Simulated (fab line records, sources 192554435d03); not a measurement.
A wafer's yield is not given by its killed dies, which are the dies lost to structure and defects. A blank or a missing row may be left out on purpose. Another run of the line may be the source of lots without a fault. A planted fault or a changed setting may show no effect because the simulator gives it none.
fab line records	flow n5-finfet
record lots=9	wafers=26	last-day=17
route steps=1938 shown BEOL_M4@1034 PASSIVATION@1936
lots untouched by any fault: they come from a run of this same line in which no faults occurred
start-h: the number of hours between the record's first day and the start of the first shown wafer of the lot	wait-h: hours from the lot's prior step to this one	" identical to the entry in the row above	L1.1+2: one row covering several wafers at once	- no value, or no start was given	* or withheld: withheld	< > ~ a bound
route shown NAME@n: a module of which the file shows steps, and the number in the route of the first	usual: mean/standard deviation taken from wafers without a fault	same: alike in all rows	chamber/n: place in a boat	sites: each site's reading	_std_site: standard deviation across them	_edge_site: the outer-site mean with the inner-site mean subtracted	radius-mm: for every site, how far away it sits from the centre of the wafer	mask NAME#n: copy n	behind: the tool/chamber that last shaped the wafer	hold: why the lot went on hold/how many hours it stayed there/how the hold came to an end	device: which transistor (n, p or np) failed to switch	end of line: at the end of the route, the tests of the same wafers	for a step that has no rows: nothing shown but its recipe	killed: at the first sort, the dies lost to defects and structure; wafer yield is something else	map: a wafer's dies, x killed, . not, _ none there
set.NAME: the setting the step ran with; set.NAME@STEP: the setting that earlier step ran with	model.NAME: the simulator's own value behind a step, which no gauge read
a sample of lots followed through the steps of the route, with each step as a table and each wafer as a row
services: the hour from which a tool's chamber was out of use, counted from the record's first day as start-h (under 0 if before that day), plus the number of hours and why
## steps
# step N5_BEOL_M4_CD_MEAS_11
# recipe target-cd-nm=16.79	landing-energy-ev=500	detector=se-inlens	polarity=opening
# usual cd-nm=16.88/0.29
lot.wafer	tool	chamber	start-h	wait-h	cd-nm
L919.2	cd-sem-03	0	169.29	-	16.84
L919.5	"	0	"	"	16.33
L919.6	"	0	"	"	16.68
L920.3	cd-sem-01	0	172.17	-	16.92
L920.4	"	0	"	"	16.88
L920.5	"	0	"	"	16.65
L925.2	cd-sem-01	0	200.60	-	16.53
L925.5	"	0	"	"	17.15
L925.6	"	0	"	"	17.36
L926.1	cd-sem-03	0	202.07	-	16.65
L926.4	"	0	"	"	17.08
L926.5	"	0	"	"	16.73
L930.1	cd-sem-01	0	228.56	-	16.64
L930.2	"	0	"	"	17.04
L932.1	cd-sem-01	0	255.00	-	17.45
L932.2	"	0	"	"	17.06
L932.4	"	0	"	"	17.47
L936.2	cd-sem-01	0	263.34	-	17.00
L936.3	"	0	"	"	16.94
L936.4	"	0	"	"	17.20
L935.2	cd-sem-01	0	270.86	-	16.93
L935.3	"	0	"	"	16.52
L935.5	"	0	"	"	16.92
L938.1	cd-sem-03	0	291.47	-	17.02
L938.3	"	0	"	"	16.78
L938.5	"	0	"	"	17.32
# step N5_BEOL_M4_DESCUM_33
# recipe chemistry=O2	time-s=7	source-power-w=50	bias-power-w=20	pressure-mtorr=20	rf-frequency-hz=2.712e+07	temp-c=40	resist=CAR-EUV	o2-flow-sccm=225
# usual drypump-motor-current-A=5.9/0.34	o2-flow-sccm=225.0/0.74	oes-product-au=0.81/0.091	rf-vpp-V=243.3/1.3	showerhead-plenum-p-Torr=2.10/0.077	throttle-valve-pct=20.29/0.16
lot.wafer	tool	chamber	start-h	wait-h	drypump-motor-current-A	o2-flow-sccm	oes-product-au	rf-hours-counter-h	rf-vpp-V	showerhead-plenum-p-Torr	throttle-valve-pct
L919.2	rie-diel-04	2	170.28	0.0	6.3	225.4	0.70	235	242.2	2.08	20.66
L919.5	"	2	"	"	6.3	224.9	0.71	-	243.2	2.08	20.67
L919.6	"	3	"	"	5.5	225.5	0.82	-	243.8	2.02	20.10
L920.3	rie-diel-02	0	173.30	0.0	5.9	226.1	0.90	50	242.5	2.12	20.27
L920.4	"	2	"	"	5.9	225.8	0.73	168	241.0	2.00	20.39
L920.5	"	3	"	"	6.3	224.9	0.72	-	243.8	2.15	20.08
L925.2	rie-diel-03	0	202.17	0.3	5.8	225.6	0.95	14	241.9	2.04	20.15
L925.5	"	1	"	"	6.2	224.7	0.89	-	242.5	2.15	20.47
L925.6	"	0	"	"	5.8	225.6	0.93	-	242.8	2.04	20.14
L926.1	rie-diel-04	0	203.29	0.0	5.5	225.3	0.90	32	245.1	2.22	20.12
L926.4	"	2	"	"	6.2	225.2	0.70	-	241.0	2.07	20.69
L926.5	"	0	"	"	5.6	225.8	0.89	-	243.9	2.22	20.10
L930.1	rie-diel-02	2	229.56	0.0	5.9	225.7	0.72	185	243.1	1.99	20.40
L930.2	"	0	"	"	5.9	225.5	0.87	71	243.3	2.11	20.28
L932.1	rie-diel-02	2	256.24	0.1	5.9	225.1	0.71	196	240.3	1.99	20.43
L932.2	"	1	"	"	5.6	224.5	0.95	5	244.9	2.23	20.16
L932.4	"	0	"	"	5.9	225.1	0.85	83	243.4	2.11	20.30
L936.2	rie-diel-02	0	264.94	0.4	5.9	225.6	0.85	86	243.3	2.11	20.30
L936.3	"	2	"	"	5.9	224.6	0.71	200	240.4	1.99	20.44
L936.4	"	1	"	"	5.6	224.8	0.93	8	245.4	2.23	20.16
L935.2	rie-diel-04	2	271.85	0.0	6.3	223.4	0.95	12	243.0	2.07	20.27
L935.3	"	3	"	"	5.5	225.7	0.78	96	241.1	2.01	20.17
L935.5	"	2	"	"	6.3	224.6	0.96	-	243.5	2.07	20.29
L938.1	rie-diel-03	3	292.61	0.0	6.1	224.8	0.81	97	244.5	2.10	20.36
L938.3	"	0	"	"	5.8	225.4	0.88	41	243.4	2.03	20.18
L938.5	"	2	"	"	4.8	225.2	0.88	-	242.3	2.04	20.24
# step N5_BEOL_M4_ETCH_77
# recipe chemistry=N2/H2	target=underlayer	target-depth-a=65	mask-material=CAR-EUV	time-s=5.2	ion-energy-ev=200	pressure-mtorr=30	source-w=840	bias-w=150	n2-flow-sccm=200	h2-flow-sccm=200	ends=cleared
# usual drypump-motor-current-A=5.9/0.34	etch-rf-on-time-s=5.17/0.11	oes-product-au=0.69/0.081	rf-vpp-V=524.3/2.9	showerhead-plenum-p-Torr=2.55/0.086	throttle-valve-pct=17.76/0.19
lot.wafer	tool	chamber	start-h	wait-h	drypump-motor-current-A	etch-rf-on-time-s	oes-product-au	rf-hours-counter-h	rf-vpp-V	showerhead-plenum-p-Torr	throttle-valve-pct
L919.2	rie-diel-04	2	170.32	0.0	6.3	5.15	0.60	235	524.7	2.51	18.01
L919.5	"	2	"	"	6.3	5.24	0.60	-	523.3	2.51	18.02
L919.6	"	3	"	"	5.5	5.21	0.71	-	522.8	2.47	17.68
L920.3	rie-diel-02	0	173.34	0.0	5.9	5.01	0.77	50	526.7	2.57	17.67
L920.4	"	2	"	"	5.9	5.19	0.63	168	518.6	2.45	18.03
L920.5	"	3	"	"	6.3	5.33	0.60	-	524.6	2.64	17.66
L925.2	rie-diel-03	0	202.21	0.0	5.8	4.99	0.79	14	522.9	2.49	17.76
L925.5	"	1	"	"	6.2	5.20	0.75	-	526.3	2.60	17.84
L925.6	"	0	"	"	5.8	5.06	0.79	-	520.8	2.49	17.79
L926.1	rie-diel-04	0	203.33	0.0	5.6	5.12	0.77	32	528.5	2.69	17.40
L926.4	"	2	"	"	6.3	5.15	0.60	-	519.6	2.50	18.01
L926.5	"	0	"	"	5.5	5.13	0.77	-	529.1	2.69	17.41
L930.1	rie-diel-02	2	229.59	0.0	5.9	5.29	0.62	185	520.1	2.44	18.06
L930.2	"	0	"	"	5.9	5.05	0.73	71	524.6	2.56	17.69
L932.1	rie-diel-02	2	256.27	0.0	5.9	5.19	0.62	196	521.3	2.44	18.11
L932.2	"	1	"	"	5.6	5.02	0.82	5	527.6	2.71	17.41
L932.4	"	0	"	"	5.9	4.99	0.73	83	524.9	2.56	17.73
L936.2	rie-diel-02	0	264.97	0.0	5.9	5.06	0.72	86	525.3	2.56	17.75
L936.3	"	2	"	"	5.9	5.21	0.61	200	518.9	2.44	18.09
L936.4	"	1	"	"	5.6	5.03	0.81	8	530.4	2.71	17.45
L935.2	rie-diel-04	2	271.89	0.0	6.3	5.14	0.82	12	523.7	2.49	17.58
L935.3	"	3	"	"	5.6	5.10	0.67	96	520.4	2.46	17.78
L935.5	"	2	"	"	6.3	5.14	0.82	-	521.7	2.49	17.58
L938.1	rie-diel-03	3	292.64	0.0	6.1	5.22	0.68	97	524.8	2.56	17.83
L938.3	"	0	"	"	5.7	5.12	0.74	41	523.2	2.48	17.77
L938.5	"	2	"	"	4.8	5.07	0.77	-	523.1	2.47	17.58
# step N5_BEOL_M4_ETCH_70
# recipe chemistry=N2/H2	target=SOC	target-depth-a=800	overetch-a=240	mask-material=SiARC	temp-c=40	time-s=130	ion-energy-ev=200	pressure-mtorr=30	source-w=840	bias-w=150	n2-flow-sccm=200	h2-flow-sccm=200
# usual drypump-motor-current-A=5.9/0.39	oes-product-au=0.60/0.061	rf-vpp-V=524.0/2.5	run-length-s=153.3/0.48	showerhead-plenum-p-Torr=2.55/0.082	throttle-valve-pct=17.72/0.16
lot.wafer	tool	chamber	start-h	wait-h	drypump-motor-current-A	oes-product-au	rf-hours-counter-h	rf-vpp-V	run-length-s	showerhead-plenum-p-Torr	throttle-valve-pct
L919.2	rie-diel-02	2	170.97	0.0	5.9	0.54	167	521.3	152.5	2.45	17.99
L919.5	"	0	"	"	5.9	0.65	-	524.3	153.5	2.57	17.62
L919.6	"	1	"	"	5.6	0.50	-	520.2	152.8	2.40	17.79
L920.3	rie-diel-02	0	176.27	0.0	5.9	0.64	52	523.5	153.3	2.57	17.62
L920.4	"	3	"	"	6.3	0.53	199	526.2	153.1	2.64	17.63
L920.5	"	1	"	"	5.6	0.50	-	518.9	152.6	2.40	17.78
L925.2	rie-diel-02	2	204.39	0.0	5.9	0.54	179	520.6	152.8	2.44	18.01
L925.5	"	3	"	"	6.3	0.52	-	526.8	152.9	2.63	17.66
L925.6	"	0	"	"	5.9	0.63	-	524.9	153.1	2.57	17.64
L926.1	rie-diel-02	2	211.86	0.0	5.9	0.54	181	521.9	152.3	2.44	18.01
L926.4	"	0	"	"	5.9	0.64	62	524.6	153.5	2.57	17.64
L926.5	"	0	"	"	5.9	0.63	-	524.7	153.4	2.57	17.65
L930.1	rie-diel-02	2	233.20	0.0	5.9	0.52	186	519.0	162.0	2.44	18.01
L930.2	"	0	"	"	5.9	0.61	72	523.9	162.8	2.56	17.64
L932.1	rie-diel-02	3	257.15	0.0	6.3	0.49	231	526.1	162.4	2.62	17.70
L932.2	"	2	"	"	5.9	0.51	197	521.0	161.8	2.44	18.05
L932.4	"	1	"	"	5.6	0.70	5	529.8	152.9	2.71	17.39
L936.2	rie-diel-03	1	269.46	0.0	6.3	0.62	44	525.8	153.9	2.59	17.81
L936.3	"	2	"	"	4.8	0.65	21	522.8	153.8	2.48	17.54
L936.4	"	0	"	"	5.8	0.65	32	523.6	153.7	2.48	17.75
L935.2	rie-diel-03	1	276.02	0.0	6.2	0.62	46	526.5	154.1	2.59	17.82
L935.3	"	0	"	"	5.8	0.64	35	523.1	153.6	2.48	17.74
L935.5	"	2	"	"	4.8	0.66	-	523.8	153.8	2.47	17.53
L938.1	rie-diel-04	1	293.90	0.0	5.7	0.53	218	525.3	153.8	2.62	17.87
L938.3	"	0	"	"	5.6	0.62	73	529.1	153.7	2.67	17.44
L938.5	"	0	"	"	5.5	0.62	-	528.4	153.6	2.67	17.41
# step N5_BEOL_M4_RC_MEAS_101
# usual DIBL_N=36.0/1.7	DIBL_P=35.8/2	IOFF_N=0.15/0.03	IOFF_P=0.20/0.037	ION_N=670/12	ION_P=460/7.2	SS_N=71.5/0.68	SS_P=73.2/0.65	VT_N=250/3.1	VT_P=-251/3.4
lot.wafer	tool	chamber	start-h	wait-h	DIBL_N[mV/V]	DIBL_P[mV/V]	IOFF_N[nA/um]	IOFF_P[nA/um]	ION_N[uA/um]	ION_P[uA/um]	SS_N[mV/dec]	SS_P[mV/dec]	VT_N[mV]	VT_P[mV]
L919.2	prober-01	0	175.62	0.2	36.4	35.4	0.16	0.20	664	456	71.6	73.0	250	-251
L919.5	"	0	"	"	34.2	31.6	0.11	0.16	655	455	70.5	72.0	256	-256
L919.6	"	0	"	"	34.7	32.5	0.13	0.16	662	454	71.2	72.5	253	-257
L920.3	prober-01	0	180.80	0.3	34.3	33.3	0.12	0.16	668	456	71.9	72.0	251	-252
L920.4	"	0	"	"	35.8	34.4	0.15	0.17	677	457	72.1	72.7	247	-253
L920.5	"	0	"	"	36.6	34.3	0.15	0.16	646	440	72.3	72.8	252	-253
L925.2	prober-01	0	209.11	0.2	35.7	36.3	0.16	0.19	681	459	71.7	72.8	247	-252
L925.5	"	0	"	"	35.9	36.5	0.15	0.20	674	467	72.2	74.3	252	-252
L925.6	"	0	"	"	37.4	38.2	0.19	0.23	689	471	73.0	73.7	248	-251
L926.1	prober-01	0	219.75	0.0	37.8	37.9	0.17	0.24	666	464	72.3	73.3	249	-248
L926.4	"	0	"	"	40.1	41.5	0.24	0.30	692	474	72.6	74.2	244	-246
L926.5	"	0	"	"	37.4	36.9	0.17	0.21	683	464	72.0	73.6	252	-249
L930.1	prober-02	0	237.96	0.0	34.8	35.7	0.13	0.19	672	462	71.4	73.5	251	-250
L930.2	"	0	"	"	37.0	37.5	0.16	0.21	676	459	72.0	73.7	249	-248
L932.1	prober-02	0	261.88	0.0	34.5	34.6	0.12	0.16	667	455	71.1	72.6	252	-255
L932.2	"	0	"	"	37.2	37.2	0.16	0.19	676	457	71.5	72.8	250	-254
L932.4	"	0	"	"	37.5	38.0	0.16	0.20	672	460	72.1	73.8	252	-253
L936.2	prober-01	0	274.55	0.2	37.5	38.7	0.19	0.21	678	456	72.3	73.8	251	-252
L936.3	"	0	"	"	34.2	34.3	0.12	0.15	670	455	71.8	73.0	255	-259
L936.4	"	0	"	"	33.3	33.9	0.11	0.14	655	443	71.4	72.8	255	-259
L935.2	prober-02	0	282.10	0.2	34.7	33.5	0.13	0.19	671	460	71.4	72.2	252	-249
L935.3	"	0	"	"	36.5	35.0	0.15	0.22	647	448	72.0	72.6	251	-247
L935.5	"	0	"	"	36.4	35.7	0.15	0.22	658	456	71.8	72.8	251	-247
L938.1	prober-02	0	299.09	0.0	34.7	33.9	0.13	0.18	664	454	70.7	73.4	252	-249
L938.3	"	0	"	"	37.6	37.7	0.17	0.24	684	467	71.3	73.3	249	-249
L938.5	"	0	"	"	34.3	33.2	0.12	0.17	653	452	70.4	72.3	250	-254
# step N5_PASSIVATION_PROBE_49
# usual defect-limited-yield=91.4/1.5	killed_at_M0_to_M3=32/9.8	killed_at_M4_up=15/5.6	killed-at-contacts=12/5.4	killed-at-front-end=40/13	killed-at-other=3.0/2.1	killed-dies=102/17	killed-open=67/13	killed-short=32/7.1	sort_bin_5_function=5.1/0.96	sort_bin_6_memory=3.2/0.7	sort_bin_8_speed=0.0/0.3	sort-n-pass=1078/18	sort-yield-pct=91.3/1.5
# same gross-dies=1180	killed-at-back-side=0	sort_bin_4_leakage[%]=0
lot.wafer	tool	chamber	start-h	wait-h	defect-limited-yield[%]	killed_at_M0_to_M3	killed_at_M4_up	killed-at-contacts	killed-at-front-end	killed-at-other	killed-dies	killed-open	killed-short	sort_bin_5_function[%]	sort_bin_6_memory[%]	sort_bin_8_speed[%]	sort-n-pass	sort-yield-pct[%]
L930.1	prober-01	-	352.48	0.0	91.3	27	7	11	55	3	103	64	36	5.1	3.3	0	1077	91.3
L930.2	prober-01	-	352.53	0.1	89.7	42	22	13	41	3	121	70	47	6.2	3.4	0	1059	89.7
# killed by level:class
L930.1 FIN_SAQP:geometric-particle:open=16 STI_FIN_REVEAL:geometric-particle:open=11 FIN_SAQP:geometric-particle:short=8 MOL_CONTACT_COAG:geometric-particle:open=8 DUMMY_GATE:geometric-particle:open=8 BEOL_M0_SAQP:geometric-particle:short=6 BEOL_M0_SAQP:geometric-particle:open=4 BEOL_M2:geometric-particle:open=4
L930.2 MOL_CONTACT_COAG:geometric-particle:open=11 BEOL_M0_SAQP:geometric-particle:open=9 BEOL_M4:geometric-particle:open=9 FIN_SAQP:geometric-particle:short=7 BEOL_M0_SAQP:geometric-particle:short=7 BEOL_M3:geometric-particle:open=7 GATE_CUT:geometric-particle:short=6 FIN_SAQP:geometric-particle:open=5
## services
tool	chamber	start-h	hours	kind
rie-diel-03	2	168.82	-	clean
rie-diel-03	2	168.82	-	consumable-replace:focus-ring
rie-diel-03	2	168.82	20.2	scheduled-down
rie-diel-03	2	168.82	20.2	vent-cycle
rie-diel-03	-	212.07	0.1	repair
rie-diel-04	2	216.41	-	clean
rie-diel-04	2	216.41	-	consumable-replace:focus-ring
rie-diel-04	2	216.41	23.9	scheduled-down
rie-diel-04	2	216.41	23.9	vent-cycle
rie-diel-02	1	219.16	-	clean
rie-diel-02	1	219.16	-	consumable-replace:focus-ring
rie-diel-02	1	219.16	-	consumable-replace:showerhead
rie-diel-02	1	219.16	21.4	scheduled-down
rie-diel-02	1	219.16	21.4	vent-cycle
rie-diel-03	-	223.88	15.6	pm
rie-diel-04	3	238.86	7.2	repair
## key
first-sign step=N5_BEOL_M4_ETCH_70	reading=run-length-s	direction=up	sigmas=19	usual=*	struck=*
effect none on later readings
met-at N5_BEOL_M4_ETCH_70
struck-lots L930,L932
struck-wafers L930.1,L930.2,L932.1,L932.2
not-acting-at N5_BEOL_M4_CD_MEAS_11,N5_BEOL_M4_DESCUM_33,N5_BEOL_M4_ETCH_77
onset-between 211.86 233.20
fault kind=process-parameter-drift	tool=rie-diel-02	chamber=-	onset-h=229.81	steps=N5_BEOL_M4_ETCH_70	channel=time-s	offset=*	shape=step	end-h=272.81	scope=struck-wafers-only	acts-in=*	stated=*
